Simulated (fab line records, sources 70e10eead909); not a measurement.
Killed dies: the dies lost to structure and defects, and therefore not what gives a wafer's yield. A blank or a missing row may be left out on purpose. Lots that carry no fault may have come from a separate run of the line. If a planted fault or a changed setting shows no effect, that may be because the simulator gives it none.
Comparing a struck lot with a sound one ; flow nand_harc ; 15 out of 1302 route steps
Sound: wafers L682.2, L682.4, L682.5. Struck: wafer L687.1 (L687.5, L687.6, from the same lot, were not struck and are left out); the cause is given at the end.
Per side, at each step with rows, come the tool, then ch with its chambers, and then its first start. Under that, the readings that differ: sound wafers ; struck wafers ; difference of the means ; sigmas: that difference in standard deviations of wafers without a fault.
alike: a reading whose means differ by less than 2 such deviations, as well as words and numbers matching on both sides. not compared: withheld readings; readings where some wafer has no value; bounds like >300 that might hide an equal value; numbers whose values overlap and for which the record gives no deviation.
A row with sigmas, a row that says differs or no value, or rows on one side alone: a step with any of these is where the two part. When numbers do not overlap yet have no deviation, they are printed without sigmas and do not part them. A reading that every wafer of one side lacks parts them only if that side has two wafers or more.

first, 1 step without rows for these wafers: NHARC_A_CHANNEL_HOLE_D2_STRIP_43 (strips in O2/COS).
NHARC_A_CHANNEL_HOLE_D2_ETCH_44: etches the open film in CF4/O2, target depth 140 nm, overetch 14 nm, time 77 s.
  sound on rie_diel-03 ch 1,3, day 17 20:45; struck on rie_diel-03 ch 2, day 19 15:08
  alike: drypump_motor_current_A, oes_f_703_au, oes_product_au, rf_vpp_V, showerhead_plenum_p_Torr, throttle_valve_pct
  not compared: rf_hours_counter_h
then, 3 steps without rows for these wafers: NHARC_A_CHANNEL_HOLE_D2_STRIP_28 (strips in O2); NHARC_A_CHANNEL_HOLE_D2_PRECLEAN_29 (cleans in SC1); NHARC_A_CHANNEL_HOLE_D2_SRD_30.
NHARC_A_CHANNEL_HOLE_D2_CD_MEAS_31:
  sound on cd_sem-02, day 17 21:40; struck on cd_sem-02, day 19 16:03
  alike: cd_nm
NHARC_A_CHANNEL_HOLE_D2_XSEM_32:
  sound on xsem-02 ch 0, day 17 21:46; struck on xsem-02 ch 0, day 19 16:08
  alike: bot_cd_nm, bow_nm, tilt_deg
NHARC_A_CHANNEL_HOLE_D2_INSPECT_40:
  sound on defect_inspect-01, day 17 21:52; struck on defect_inspect-01, day 19 16:14
  alike: raw_defect_count
then, 2 steps without rows for these wafers: NHARC_A_CHANNEL_FILL_D2_PRECLEAN_00 (cleans in SC1); NHARC_A_CHANNEL_FILL_D2_SRD_01.
NHARC_A_CHANNEL_FILL_D2_ALD_02: deposits SiO2, target thk 6 nm, pulse time 10 s, ald cycles 60.
  sound on ald_hk-04 ch 0,1, day 17 23:01; struck on ald_hk-04 ch 0, day 19 16:31
  alike: heater_power_w, precursor_pulse_height_rel
  not compared: ald_cycles, since_wet_clean_h
NHARC_A_CHANNEL_FILL_D2_ALD_03: deposits SiNx, target thk 6 nm, pulse time 60 s, ald cycles 58.
  sound on ald_sin_batch-01 ch 0; struck on ald_sin_batch-03 ch 0
  alike: precursor_pulse_height_rel
  not compared: ald_cycles
NHARC_A_CHANNEL_FILL_D2_ALD_14: deposits SiO2, target thk 2.5 nm, pulse time 10 s, ald cycles 25.
  sound on ald_hk-04 ch 0,1,3, day 18 05:28; struck on ald_hk-03 ch 1, day 19 22:58
reading;sound;struck;difference;sigmas
ald_cycles;25 25 25;13;-12;
heater_power_w (W);491 544 509;446;-69;-2
precursor_pulse_height_rel;1.010 1.027 1.016;0.961;-0.057;-3
  not compared: since_wet_clean_h
NHARC_A_CHANNEL_FILL_D2_ALD_15: deposits SiNx, target thk 2 nm, pulse time 60 s, ald cycles 19.
  sound on ald_sin_batch-02 ch 0; struck on ald_sin_batch-02 ch 0
reading;sound;struck;difference;sigmas
precursor_pulse_height_rel;1.034 1.015 1.035;0.984;-0.044;-2
  not compared: ald_cycles
-- the record jumps here: 11 days lie between the struck wafers' starts before and after (it left off in module A_CHANNEL_FILL_D2 and takes up again in module END, whose first step shown is number 1302 of the route) --
NHARC_END_SORT_01:
  sound on prober-02 ch 0, day 29 05:50; struck on prober-01 ch 0, day 30 23:16
reading;sound;struck;difference;sigmas
killed_at_array;66 71 58;20;-45;-2
killed_dies;71 76 61;22;-47;-2
  alike: killed_at_other, killed_at_periphery, killed_open, killed_short

## WHERE THEY PART
At NHARC_A_CHANNEL_FILL_D2_ALD_14 first; at NHARC_END_SORT_01 last (within this record only).

WHY: whatever the simulator had introduced
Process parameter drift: ald_hk-03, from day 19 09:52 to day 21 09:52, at NHARC_A_CHANNEL_FILL_D2_ALD_14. Setting ald_cycles shifted by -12 from 25. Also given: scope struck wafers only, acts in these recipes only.
